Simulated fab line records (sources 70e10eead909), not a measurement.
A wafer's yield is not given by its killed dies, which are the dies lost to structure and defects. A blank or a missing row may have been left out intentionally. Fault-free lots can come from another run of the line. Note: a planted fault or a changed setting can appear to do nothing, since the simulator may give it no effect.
A single fault, viewed from 2 desks ; flow nand-harc ; numbers are kept per desk, each desk with only its own; the story behind them comes last

TOOL OWNER'S DESK, rie-diel-10
The tool's own readings at NHARC_A_CONTACT_ETCH_51 (etches the open film in O2/COS, target depth 3600 nm, time 936 s): means of the sampled wafers that have a number, for each lot that ran on this tool. Marked OUT: a lot whose mean sits more than 4 standard deviations from the usual mean, which makes it out of limits; the brackets give that distance.
Columns: A = drypump-motor-current-A at NHARC_A_CONTACT_ETCH_51, usual 5.7 A; B = mfc-ar-sccm at NHARC_A_CONTACT_ETCH_51, usual 0.006 sccm; C = oes-product-au at NHARC_A_CONTACT_ETCH_51, usual 1.000 a.u.; D = rf-vpp-V at NHARC_A_CONTACT_ETCH_51, usual 314.5 V; E = run-length-s at NHARC_A_CONTACT_ETCH_51, usual 957.4 s; F = showerhead-plenum-p-Torr at NHARC_A_CONTACT_ETCH_51, usual 3.15 Torr; G = throttle-valve-pct at NHARC_A_CONTACT_ETCH_51, usual 28.330 %
lot;first seen here;A;B;C;D;E;F;G
L615;day 16 22:07;6.3;0.015;1.009;317.3;957.3;3.31;28.325
L616;day 17 07:13;6.2;0.009;0.998;316.2;957.2;3.28;28.329
L617;day 17 13:33;6.3;0.012;0.996;317.0;868.8 (-99 or more) OUT;3.33;28.327
L622;day 18 19:38;6.0;0.005;1.009;314.9;868.6 (-99 or more) OUT;3.18;28.327
Finding of this desk: L617, L622 out of limits; the first was L617 at day 17 13:33, on run-length-s at NHARC_A_CONTACT_ETCH_51. L615, L616 stayed within limits.

AT THE METROLOGY DESK
What the gauges read, lot by lot, whatever tool the lot ran on: means of the sampled wafers that have a number. Marked OUT: a lot whose mean sits more than 4 standard deviations from the usual mean, which makes it out of limits; the brackets give that distance.
Columns: A = cd-nm at NHARC_A_CONTACT_CD_MEAS_42, usual 200.0 nm
lot;first seen here;A
L613;day 16 04:41;200.7
L615;day 16 21:12;200.5
L616;day 17 06:19;200.3
L618;day 17 12:26;199.5
L617;day 17 12:36;200.6
L620;day 18 06:10;200.2
L622;day 18 18:51;200.4
L628;day 19 16:46;200.4
L629;day 20 14:31;199.4
L631;day 20 20:26;199.3
L633;day 21 23:41;200.2
L635;day 22 09:56;200.1
This desk's finding: nothing out of limits on any of the 12 lots.

PUT TOGETHER
An alarm could have come from the tool owner's desk at day 17 13:33, on L617, L622.
Nothing out of limits was seen by the metrology desk.
The metrology desk holds a record of L617, L622, inside its limits.
The lots listed all ran NHARC_A_CONTACT_ETCH_51 on rie-diel-10.

WHAT THE SIMULATOR HAD INSERTED
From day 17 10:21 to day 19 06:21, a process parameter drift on rie-diel-10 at NHARC_A_CONTACT_ETCH_51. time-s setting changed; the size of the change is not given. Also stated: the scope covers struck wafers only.
Shown lots that were struck: L617, L622.
Time in hours from fault onset to the first out-of-limits reading at each desk: the tool owner's desk, 3.
